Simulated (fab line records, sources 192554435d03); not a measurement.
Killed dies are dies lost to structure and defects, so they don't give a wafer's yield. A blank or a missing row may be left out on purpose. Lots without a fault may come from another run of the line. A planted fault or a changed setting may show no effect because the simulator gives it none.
Problem report in the 8D (eight disciplines) form, filled by code | flow n5_finfet | the parts of the form that need people (team, actions taken, sign-off) are left out

1. THE PROBLEM
raw_defect_count at N5_FIN_SAQP_INSPECT_18 reads a mean of 1077 on 3 wafers of 2 lots; wafers without a fault read 427 with a standard deviation of 110. That is +5.9 standard deviations from the usual mean.
The step: inspects for defects (brightfield).
First seen on wafer L840.2, day 6 22:17, on defect_inspect-02. The record holds 24 wafers of 8 lots with a number at this step. Rule for "out", or "out of limits": more than 4 standard deviations from the usual mean. The other wafers with a number count as sound.

2. WHAT IT IS AND WHAT IT IS NOT
question                    | is                                   | is not
which readings at this step | raw_defect_count                     | -
which lots                  | L840, L842                           | L820, L821, L827, L830, L838, L843
which wafers of those lots  | L840.2, L840.3, L842.1               | L840.1, L842.3, L842.5
read on which gauges        | defect_inspect-01, defect_inspect-02 | -
when                        | from day 6 22:17                     | up to then (16 sound wafers); but 5 sound wafers of L842, L843 came after

3. SUSPECTS, AND WHAT RULES EACH OUT
Counting: a tool at a process step up to the reading stays a suspect if it ran every lot that is out. Sound lots after the first of them don't rule it out here, since some wafers of a struck lot are sound.
- the gauge at N5_FIN_SAQP_INSPECT_18: ruled out. The wafers that are out were read on 2 gauges (defect_inspect-01, defect_inspect-02).
- pecvd-02 at N5_FIN_SAQP_PECVD_06 (deposits a-Si from SiH4/He, target thk 60 nm, time 48.1 s): kept. It ran every lot that is out, first L840 (day 6 21:37); its last sound lot up to then is L838 (day 6 09:52).
- Within pecvd-02 at N5_FIN_SAQP_PECVD_06: the wafers that are out ran in chamber 2; their sound lot-mates ran in chambers 0, 1.
Left after counting: pecvd-02 at N5_FIN_SAQP_PECVD_06.

4. THE CAUSE (what the simulator had put in)
Chamber particle source: pecvd-02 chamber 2, from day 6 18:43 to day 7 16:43, at N5_FIN_SAQP_PECVD_06. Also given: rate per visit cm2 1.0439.
Counting left only this tool.

5. THE CHAIN OF EFFECTS, in route order
Each row: a reading whose mean over the struck wafers that have a number lies more than 3 standard deviations from the usual. Only readings for which the record gives a usual standard deviation are gone through. hours: the time from each lot's start at the first step in this table that gives one to its start at this step, as a median over the lots. sigmas: the change in usual standard deviations.
hours | step                    | reading              | usual  | on struck wafers | change | sigmas
0     | N5_FIN_SAQP_INSPECT_18  | raw_defect_count     | 427    | 1077             | +650   | +5.9
5     | N5_FIN_SAQP_INSPECT_40  | raw_defect_count     | 232    | 929              | +697   | +10
5     | N5_FIN_CUT_INSPECT_10   | raw_defect_count     | 42     | 717              | +675   | +56
6     | N5_FIN_CUT_INSPECT_17   | raw_defect_count     | 233    | 910              | +677   | +10
258   | N5_PASSIVATION_PROBE_49 | defect_limited_yield | 91.1 % | 84.8             | -6.3   | -4.5
258   | N5_PASSIVATION_PROBE_49 | killed_at_front_end  | 41     | 106              | +65    | +5.4
258   | N5_PASSIVATION_PROBE_49 | killed_dies          | 105    | 179              | +74    | +4.6
258   | N5_PASSIVATION_PROBE_49 | killed_on_rim        | 14     | 28               | +14    | +3.8
258   | N5_PASSIVATION_PROBE_49 | sort_bin_5_function  | 5.2 %  | 9.0              | +3.8   | +4.0
258   | N5_PASSIVATION_PROBE_49 | sort_n_pass          | 1075   | 1001             | -74    | -4.6
258   | N5_PASSIVATION_PROBE_49 | sort_yield_pct       | 91.1 % | 84.8             | -6.3   | -4.5
The process steps in it:
- N5_PASSIVATION_PROBE_49
Later measuring or inspecting steps at which every struck wafer that the step has a row for has a number for every such reading, and none has moved that far: N5_BEOL_M4_RC_MEAS_101.

6. WHAT WOULD HAVE CAUGHT IT SOONER
In this record the first reading out of limits at a measuring or inspecting step was taken at day 6 22:17, 4 hours after the fault began at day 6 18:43.
Of the tool readings at N5_FIN_SAQP_PECVD_06 for which the record gives a usual standard deviation, none was out on any struck wafer, so an alarm limit of 4 standard deviations on them would not have fired.
Of the lots that are out (2), L842 began N5_FIN_SAQP_PECVD_06 on pecvd-02 after day 6 22:17. A hold on the tool at that time would have spared it.
